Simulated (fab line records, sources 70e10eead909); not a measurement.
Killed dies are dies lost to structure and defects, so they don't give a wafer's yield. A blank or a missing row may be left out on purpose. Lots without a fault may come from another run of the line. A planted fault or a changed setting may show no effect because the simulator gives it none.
fab line records | flow nand_harc
record lots=13 wafers=39 last_day=24
route steps=1159 shown P_ZERO_WELL@4 P_STI@84 END@1159
lots that met no fault: from a run of the same line without faults
start_h: hours from the record's first day to the start of the lot's first wafer shown | wait_h: hours since the lot's step before | " the same as in the row above | L1.1+2: a row that stands for several wafers | - no value, or no start given | * or withheld: withheld | < > ~ a bound
route shown NAME@n: a module of which the file shows steps, and the number in the route of the first | usual: mean/standard deviation of fault-free wafers | same: alike in all rows | chamber/n: place in a boat | sites: the reading at each site | _std_site: their standard deviation | _edge_site: outer sites' mean less inner sites' | radius_mm: how far each site lies from the wafer's centre | mask NAME#n: copy n | behind: the tool/chamber that last shaped the wafer | hold: why the lot was held/for how many hours/how that ended | device: the transistor (n, p or np) that didn't switch | end of line: the same wafers' tests at the end of the route | a step without rows: its recipe alone | killed: dies lost to structure and defects at the first sort, not the wafer's yield | map: a wafer's dies, x killed, . not, _ none there
set.NAME: the setting as run; set.NAME@STEP: as run at that earlier step | model.NAME: the simulator's own value behind a step, which no gauge read
steps of the route over a sample of lots; a table a step, a row a wafer
services: from which hour (start_h, from the record's first day; less than 0 if before it) a tool's chamber was out of use, for how many hours, and why
## steps
# step NHARC_P_ZERO_WELL_PECVD_02
# recipe target_thk_a=100 temp_c=400 pressure_torr=6.5 rf_w=withheld teos_flow_sccm=withheld flow_sccm=2650 target_thk_nm=10 gas=O2 material=SiO2
# columns lot.wafer tool chamber start_h wait_h
L509.1+5+6 pecvd-01 0,0,2 18.44 -
L511.2+3+5 pecvd-01 0,1,2 30.44 -
L512.1+6+5 pecvd-02 2,1,0 36.74 -
L513.1+2+4 pecvd-02 2,1,0 42.45 -
L516.1+6+4 pecvd-03 1,0,1 60.52 -
L519.1+6+5 pecvd-03 1,0,1 78.48 -
L520.1+3+6 pecvd-03 0,1,2 84.48 -
L526.2+1+4 pecvd-01 1,2,1 120.48 -
L527.1+3+4 pecvd-01 1,0,2 126.44 -
L528.1+3+4 pecvd-03 2,0,2 132.55 -
L529.2+1+3 pecvd-03 0,1,2 138.45 -
L530.2+4+6 pecvd-03 1,0,1 144.54 -
L531.1+3+5 pecvd-03 2,0,0 150.57 -
# step NHARC_P_ZERO_WELL_INSPECT_43
# usual raw_defect_count=13/5.6
# columns lot.wafer tool chamber start_h wait_h raw_defect_count
L509.1 defect_inspect-01 - 25.59 0.6 15
L509.5 " - " " 21
L509.6 " - " " 11
L511.2 defect_inspect-02 - 37.35 0.5 11
L511.3 " - " " 16
L511.5 " - " " 13
L512.1 defect_inspect-02 - 43.83 0.6 10
L512.5 " - " " 12
L512.6 " - " " 13
L513.1 defect_inspect-01 - 49.81 0.6 9
L513.2 " - " " 12
L513.4 " - " " 9
L516.1 defect_inspect-02 - 67.44 0.6 4
L516.4 " - " " 12
L516.6 " - " " 12
L519.1 defect_inspect-02 - 85.59 0.6 18
L519.5 " - " " 11
L519.6 " - " " 21
L520.1 defect_inspect-02 - 91.61 0.6 8
L520.3 " - " " 13
L520.6 " - " " 13
L526.1 defect_inspect-01 - 127.55 0.6 21
L526.2 " - " " 600
L526.4 " - " " 577
L527.1 defect_inspect-01 - 133.60 0.6 569
L527.3 " - " " 13
L527.4 " - " " 7
L528.1 defect_inspect-01 - 139.87 0.6 14
L528.3 " - " " 26
L528.4 " - " " 19
L529.1 defect_inspect-01 - 145.42 0.6 26
L529.2 " - " " 20
L529.3 " - " " 16
L530.2 defect_inspect-02 - 151.67 0.5 17
L530.4 " - " " 19
L530.6 " - " " 12
L531.1 defect_inspect-01 - 157.87 0.6 12
L531.3 " - " " 21
L531.5 " - " " 21
# step NHARC_P_STI_OVL_MEAS_10
# usual overlay_x_nm=0/7 overlay_y_nm=1/5.1
# columns lot.wafer tool chamber start_h wait_h overlay_x_nm overlay_y_nm
L509.1 overlay-01 - 43.07 - 2 4
L509.5 " - " " 1 4
L509.6 " - " " 2 5
L511.2 overlay-02 - 55.10 - -5 4
L511.3 " - " " -5 4
L511.5 " - " " -4 3
L512.1 overlay-02 - 59.15 - 3 -6
L512.5 " - " " 3 -5
L512.6 " - " " 3 -5
L513.1 overlay-02 - 67.27 - 4 3
L513.2 " - " " 4 3
L513.4 " - " " 4 3
L516.1 overlay-02 - 79.83 - -5 1
L516.4 " - " " -4 2
L516.6 " - " " -4 1
L519.1 overlay-02 - 100.95 - 4 0
L519.5 " - " " 3 0
L519.6 " - " " 4 0
L520.1 overlay-02 - 107.80 - -10 -2
L520.3 " - " " -10 -3
L520.6 " - " " -9 -2
L526.1 overlay-01 - 143.11 - -7 15
L526.2 " - " " -7 15
L526.4 " - " " -7 15
L527.1 overlay-02 - 149.18 - -5 6
L527.3 " - " " -5 5
L527.4 " - " " -5 6
L528.1 overlay-01 - 155.28 - 8 6
L528.3 " - " " 8 6
L528.4 " - " " 8 6
L530.2 overlay-02 - 163.83 - -1 -9
L530.4 " - " " -2 -10
L530.6 " - " " -1 -11
L529.1 overlay-01 - 163.99 - 10 4
L529.2 " - " " 10 4
L529.3 " - " " 11 4
L531.1 overlay-01 - 175.40 - 0 -6
L531.3 " - " " 0 -6
L531.5 " - " " 0 -6
# step NHARC_P_STI_DESCUM_14
# recipe time_s=3 o2_flow_sccm=200 ar_flow_sccm=0 bias_power_w=0 chemistry=O2
# usual drypump_motor_current_A=5.8/0.44 oes_product_au=0.998/0.0093 rf_vpp_V=57.8/0.88 showerhead_plenum_p_Torr=1.92/0.068 throttle_valve_pct=11.311/0.0084
# columns lot.wafer tool chamber start_h wait_h drypump_motor_current_A oes_product_au rf_hours_counter_h rf_vpp_V showerhead_plenum_p_Torr throttle_valve_pct
L509.1 rie_diel-11 2 43.26 - 6.3 1.010 1.6 57.3 2.00 11.298
L509.5 " 1 " " 6.1 1.001 - 59.2 1.99 11.312
L509.6 " 2 " " 6.3 1.018 - 58.4 1.99 11.301
L511.3 rie_diel-03 1 55.27 - 5.3 0.991 0.0 58.9 1.92 11.300
L511.2 " 0 " " 4.9 0.989 0.0 57.6 1.88 11.326
L511.5 " 1 " " 5.3 0.995 - 58.5 1.92 11.292
L512.1 rie_diel-11 0 59.34 - 6.3 1.002 2.6 58.7 1.92 11.315
L512.6 " 1 " " 6.1 1.007 - 59.4 1.99 11.317
L512.5 " 2 " " 6.3 1.007 - 56.6 1.99 11.307
L513.4 rie_diel-11 2 67.44 - 6.3 1.005 3.9 57.8 1.99 11.310
L513.2 " 0 " " 6.3 0.992 4.0 58.0 1.92 11.306
L513.1 " 1 " " 6.1 0.987 3.5 57.8 1.99 11.298
L516.1 rie_diel-01 3 80.02 - 6.5 0.991 3.0 57.4 1.87 11.306
L516.4 " 3 " " 6.6 0.992 - 57.9 1.87 11.304
L516.6 " 3 " " 6.5 0.986 - 57.2 1.87 11.308
L519.1 rie_diel-01 3 101.14 - 6.5 0.986 3.9 56.8 1.87 11.312
L519.5 " 0 " " 5.9 0.999 - 58.9 1.90 11.323
L519.6 " 1 " " 5.8 0.986 - 57.3 1.87 11.299
L520.1 rie_diel-01 0 107.98 - 5.9 1.009 3.8 57.8 1.90 11.317
L520.3 " 2 " " 5.8 1.015 4.4 59.0 1.79 11.310
L520.6 " 0 " " 5.9 0.998 - 57.7 1.90 11.306
L526.2 rie_diel-03 3 143.29 - 5.7 0.988 3.1 57.4 1.90 11.321
L526.1 " 0 " " 5.0 0.988 3.5 57.2 1.88 11.317
L526.4 " 1 " " 5.3 0.999 2.8 58.5 1.91 11.303
L527.3 rie_diel-01 1 149.36 - 5.8 0.989 0.1 57.3 1.87 11.305
L527.1 " 3 " " 6.5 0.993 0.1 57.7 1.87 11.309
L527.4 " 1 " " 5.8 0.995 - 57.2 1.87 11.314
L528.4 rie_diel-11 1 155.45 - 6.0 0.993 9.6 58.7 1.99 11.315
L528.3 " 2 " " 6.3 1.025 9.7 57.7 1.99 11.311
L528.1 " 3 " " 5.7 1.018 10.3 58.1 1.91 11.312
L530.4 rie_diel-11 3 164.00 - 5.6 1.008 10.3 58.4 1.91 11.307
L530.2 " 0 " " 6.3 1.010 10.3 56.4 1.92 11.325
L530.6 " 3 " " 5.6 1.006 - 57.9 1.91 11.299
L529.3 rie_diel-03 0 164.16 - 5.0 0.994 4.2 57.9 1.88 11.300
L529.2 " 2 " " 5.4 0.996 4.3 57.6 2.07 11.317
L529.1 " 3 " " 5.7 0.982 3.8 59.1 1.90 11.317
L531.3 rie_diel-03 3 175.57 - 5.7 0.976 4.1 57.2 1.89 11.296
L531.1 " 2 " " 5.4 0.989 4.7 58.3 2.07 11.299
L531.5 " 3 " " 5.7 0.986 - 56.5 1.89 11.319
# step NHARC_P_STI_OCD_MEAS_43
# usual trench_depth_nm=302/3.2 trench_foot_cd_nm=157.8/2.1
# columns lot.wafer tool chamber start_h wait_h trench_depth_nm trench_foot_cd_nm
L509.1 ocd-02 - 44.31 - 302 158.0
L509.5 " - " " 304 154.5
L509.6 " - " " 302 157.9
L511.2 ocd-01 - 56.32 - 302 158.1
L511.3 " - " " 295 156.1
L511.5 " - " " 301 159.1
L512.1 ocd-01 - 60.35 - 300 154.4
L512.5 " - " " 300 155.6
L512.6 " - " " 303 158.7
L513.1 ocd-01 - 68.59 - 307 157.0
L513.2 " - " " 299 160.9
L513.4 " - " " 305 160.2
L516.1 ocd-01 - 81.16 - 303 160.1
L516.4 " - " " 303 155.2
L516.6 " - " " 302 155.1
L519.1 ocd-02 - 102.15 - 302 159.2
L519.5 " - " " 302 159.1
L519.6 " - " " 298 157.0
L520.1 ocd-02 - 109.03 - 304 155.0
L520.3 " - " " 298 154.8
L520.6 " - " " 304 156.8
L526.1 ocd-02 - 144.32 - 300 154.9
L526.2 " - " " 304 159.5
L526.4 " - " " 304 159.1
L527.1 ocd-01 - 150.43 - 303 160.0
L527.3 " - " " 302 158.6
L527.4 " - " " 305 158.1
L528.1 ocd-02 - 156.51 - 297 158.7
L528.3 " - " " 302 159.6
L528.4 " - " " 297 157.5
L530.2 ocd-01 - 165.04 - 301 156.5
L530.4 " - " " 296 158.4
L530.6 " - " " 299 159.2
L529.1 ocd-02 - 165.28 - 304 158.4
L529.2 " - " " 299 157.0
L529.3 " - " " 303 155.1
L531.1 ocd-01 - 176.61 - 301 159.0
L531.3 " - " " 301 159.4
L531.5 " - " " 304 158.8
# step NHARC_END_SORT_01
# recipe temp_c=25
# usual killed_at_array=27/8 killed_at_other=0.8/1.2 killed_at_periphery=3.3/2.3 killed_dies=31/8.8 killed_open=3.2/2.1 killed_short=2.1/1.4
# same gross_dies=677
# columns lot.wafer tool chamber start_h wait_h killed_at_array killed_at_other killed_at_periphery killed_dies killed_open killed_short
L526.1 prober-02 0 550.03 2.5 27 0 7 34 1 3
L526.2 prober-02 0 550.81 2.8 32 0 62 94 8 3
L526.4 prober-02 0 552.39 3.4 31 0 64 95 2 1
L527.1 prober-02 0 557.78 2.5 32 0 53 85 4 3
L527.3 prober-02 0 559.39 3.1 25 0 4 29 2 0
L527.4 prober-02 0 560.19 3.4 28 0 6 34 2 1
# killed by level:class
L526.1 A_SLIT:chamber_film_flake=13 A_CONTACT:chamber_film_flake=5 A_CHANNEL_HOLE_D1:chamber_film_flake=4 P_ZERO_WELL:chamber_film_flake=3 P_GATE:chamber_film_flake=3 A_ONON_D1:geometric_particle:short=1 A_WL_FILL:geometric_particle:short=1 A_WL_FILL:geometric_particle:open=1
L526.2 P_ZERO_WELL:unspecified=55 A_SLIT:chamber_film_flake=17 P_ZERO_WELL:chamber_film_flake=3 A_CONTACT:geometric_particle:open=2 A_M0:geometric_particle:open=2 P_GATE:chamber_film_flake=2 A_CHANNEL_HOLE_D1:chamber_film_flake=2 A_WL_FILL:chamber_film_flake=2
L526.4 P_ZERO_WELL:unspecified=58 A_SLIT:chamber_film_flake=15 A_CHANNEL_HOLE_D1:chamber_film_flake=5 A_CONTACT:chamber_film_flake=4 P_ZERO_WELL:chamber_film_flake=3 P_GATE:chamber_film_flake=3 A_STAIRCASE:chamber_film_flake=3 A_CHANNEL_FILL_D1:geometric_particle:short=1
L527.1 P_ZERO_WELL:unspecified=49 A_CHANNEL_HOLE_D1:chamber_film_flake=21 A_STAIRCASE:chamber_film_flake=3 P_STI:chamber_film_flake=2 P_M0:geometric_particle:open=1 A_SOURCE_PLATE:geometric_particle:short=1 A_SOURCE_PLATE:geometric_particle:open=1 A_CHANNEL_FILL_D1:geometric_particle:short=1
L527.3 A_CHANNEL_HOLE_D1:chamber_film_flake=17 A_CONTACT:chamber_film_flake=3 P_STI:chamber_film_flake=2 A_CONTACT:geometric_particle:open=1 A_M1:geometric_particle:open=1 P_ZERO_WELL:chamber_film_flake=1 P_GATE:chamber_film_flake=1 A_ZERO_WELL:chamber_film_flake=1
L527.4 A_CHANNEL_HOLE_D1:chamber_film_flake=17 A_STAIRCASE:chamber_film_flake=4 P_STI:chamber_film_flake=4 A_ZERO_WELL:chamber_film_flake=2 A_CONTACT:chamber_film_flake=2 P_M0:geometric_particle:open=1 A_WL_FILL:geometric_particle:open=1 A_M0:geometric_particle:short=1
## services
# columns tool chamber start_h hours kind
pecvd-01 2 -4.51 2.0 repair
rie_diel-11 - 12.50 9.0 pm
rie_diel-11 0 12.50 9.0 vent_cycle
pecvd-01 - 35.92 1.3 repair
rie_diel-01 1 36.49 57.6 repair
rie_diel-03 - 38.30 9.0 pm
pecvd-01 - 56.10 13.0 pm
rie_diel-03 1 61.88 21.6 repair
rie_diel-03 3 64.70 4.8 repair
rie_diel-01 0 77.97 13.1 repair
pecvd-03 - 85.13 3.1 repair
pecvd-01 - 85.40 0.9 repair
pecvd-03 - 97.11 0.7 repair
pecvd-03 - 111.19 13.0 pm
pecvd-03 0 111.19 13.0 vent_cycle
pecvd-03 1 111.19 13.0 vent_cycle
pecvd-03 2 111.19 13.0 vent_cycle
pecvd-03 0 124.19 - clean
pecvd-03 1 124.19 - clean
pecvd-03 2 124.19 - clean
rie_diel-01 2 133.06 19.9 repair
rie_diel-01 - 137.85 9.0 pm
pecvd-02 - 153.00 13.0 pm
rie_diel-01 3 165.38 4.7 repair
## key
first_sign step=NHARC_P_ZERO_WELL_INSPECT_43 reading=raw_defect_count direction=up sigmas=99+ usual=13 struck=582
effect step=NHARC_END_SORT_01 reading=killed_at_periphery direction=up sigmas=24 usual=3.3 struck=59.7
more_kills_born_at NHARC_P_ZERO_WELL_PECVD_02@pecvd-01=162
met_at NHARC_P_ZERO_WELL_PECVD_02
struck_lots L526,L527
struck_wafers L526.2,L526.4,L527.1
tester_left_out L526,L527
not_acting_at NHARC_P_STI_OVL_MEAS_10,NHARC_P_STI_DESCUM_14,NHARC_P_STI_OCD_MEAS_43
onset_between 30.44 120.48
fault kind=chamber_particle_source tool=pecvd-01 chamber=1 onset_h=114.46 steps=NHARC_P_ZERO_WELL_PECVD_02 rate_per_visit_cm2=0.8716 end_h=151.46
# tester_left_out: of these lots the tester's yield and bins aren't shown, on N5 and GAA mostly nor the transistor test; their killed dies are dies lost to structure and defects alone, not to doping, threshold or leakage, so they don't give the yield
